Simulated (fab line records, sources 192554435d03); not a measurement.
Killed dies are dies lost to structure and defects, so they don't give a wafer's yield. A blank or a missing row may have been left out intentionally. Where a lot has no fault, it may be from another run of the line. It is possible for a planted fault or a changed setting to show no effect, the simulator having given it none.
The same fault as seen by 3 desks / flow n5Finfet / only its own numbers are on each desk; what lay behind them is given at the end

## AT THE TOOL OWNER'S DESK: aldMetal-04
The tool's own readings at N5_HKMG_FIN_ALD_79 (deposits TiN, target thk 1.5 nm, pulse time 1 s, purge time 3 s): means of the sampled wafers that have a number, for each lot that ran on this tool. Any lot whose mean is over 4 standard deviations away from the usual mean is out of limits and marked OUT; that distance is given in the brackets.
Columns: A = heaterPowerW at N5_HKMG_FIN_ALD_79, usual 933 W; B = precursorPulseHeightRel at N5_HKMG_FIN_ALD_79, usual 1.002
lot=L997; first seen here=day 4 12:22; A=879; B=1.002
lot=L998; first seen here=day 4 19:36; A=830; B=1.003
lot=L106; first seen here=day 7 00:14; A=929; B=1.006
lot=L108; first seen here=day 7 10:33; A=866; B=0.999
lot=L110; first seen here=day 7 19:44; A=956; B=1.020
lot=L113; first seen here=day 8 15:15; A=882; B=1.018
Result from this desk: across the 6 lots, nothing is out of limits.

## THE DEFECT DESK
Lot by lot, what the route's inspections counted, given as the mean of those sampled wafers with a number. Any lot whose mean is over 4 standard deviations away from the usual mean is out of limits and marked OUT; that distance is given in the brackets.
Columns: A = rawDefectCount at N5_DUMMY_REMOVAL_INSPECT_06, usual 12
lot=L996; first seen here=day 4 04:41; A=13
lot=L997; first seen here=day 4 09:34; A=10
lot=L998; first seen here=day 4 16:01; A=12
lot=L999; first seen here=day 4 22:49; A=7
lot=L102; first seen here=day 5 16:50; A=21
lot=L104; first seen here=day 6 07:31; A=10
lot=L106; first seen here=day 6 21:14; A=12
lot=L108; first seen here=day 7 07:37; A=12
lot=L110; first seen here=day 7 16:56; A=16
lot=L113; first seen here=day 8 11:59; A=8
lot=L116; first seen here=day 9 04:15; A=10
lot=L117; first seen here=day 9 12:53; A=14
Result from this desk: across the 12 lots, nothing is out of limits.

## THE METROLOGY DESK
What the gauges read, lot by lot, whatever tool the lot ran on: means of the sampled wafers that have a number. Any lot whose mean is over 4 standard deviations away from the usual mean is out of limits and marked OUT; that distance is given in the brackets. 7 of its 12 readings are shown, namely those furthest out on some lot.
Columns: A = cdNm at N5_HKMG_FIN_CD_MEAS_49, usual 201.9 nm; B = NDIPOLE_OVL at N5_HKMG_FIN_OVL_MEAS_50, usual 0.1 nm; C = IOFF_N at N5_BEOL_M4_RC_MEAS_101, usual 0.16 nA/um; D = ION_P at N5_BEOL_M4_RC_MEAS_101, usual 461 uA/um; E = SS_N at N5_BEOL_M4_RC_MEAS_101, usual 71.4 mV/dec; F = VT_N at N5_BEOL_M4_RC_MEAS_101, usual 250 mV; G = VT_P at N5_BEOL_M4_RC_MEAS_101, usual -250 mV
lot=L996; first seen here=day 4 05:59; A=202.5; B=1.1; C=0.17; D=461; E=72.0; F=248; G=-249
lot=L997; first seen here=day 4 10:46; A=202.8; B=0.4; C=0.12; D=457; E=70.7; F=253; G=-254
lot=L998; first seen here=day 4 17:45; A=201.8; B=-1.3; C=0.15; D=458; E=71.2; F=251; G=-252
lot=L999; first seen here=day 4 23:59; A=201.0; B=-0.6; C=0.19; D=460; E=71.8; F=247; G=-252
lot=L102; first seen here=day 5 18:22; A=202.5; B=0.4; C=0.16; D=466; E=71.7; F=248; G=-247
lot=L104; first seen here=day 6 08:53; A=201.6; B=0.5; C=0.15; D=454; E=70.6; F=251; G=-252
lot=L106; first seen here=day 6 22:46; A=200.8; B=0.9; C=0.16; D=471; E=71.3; F=248; G=-251
lot=L108; first seen here=day 7 08:56; A=201.8; B=-0.5; C=0.14; D=462; E=71.5; F=251; G=-250
lot=L110; first seen here=day 7 18:17; A=201.8; B=0.7; C=0.13; D=460; E=70.9; F=251; G=-251
lot=L113; first seen here=day 8 13:10; A=202.3; B=0.6; C=0.18; D=460; E=72.1; F=248; G=-248
lot=L116; first seen here=day 9 05:26; A=201.2; B=-0.8; C=0.19; D=465; E=71.8; F=247; G=-247
lot=L117; first seen here=day 9 14:07; A=202.2; B=-0.8; C=0.18; D=470; E=71.4; F=246; G=-245
Result from this desk: across the 12 lots, nothing is out of limits.

## BROUGHT TOGETHER
The tool owner's desk saw nothing out of limits.
The defect desk saw nothing out of limits.
At the metrology desk, nothing out of limits was observed.

## WHAT WAS PUT IN BY THE SIMULATOR
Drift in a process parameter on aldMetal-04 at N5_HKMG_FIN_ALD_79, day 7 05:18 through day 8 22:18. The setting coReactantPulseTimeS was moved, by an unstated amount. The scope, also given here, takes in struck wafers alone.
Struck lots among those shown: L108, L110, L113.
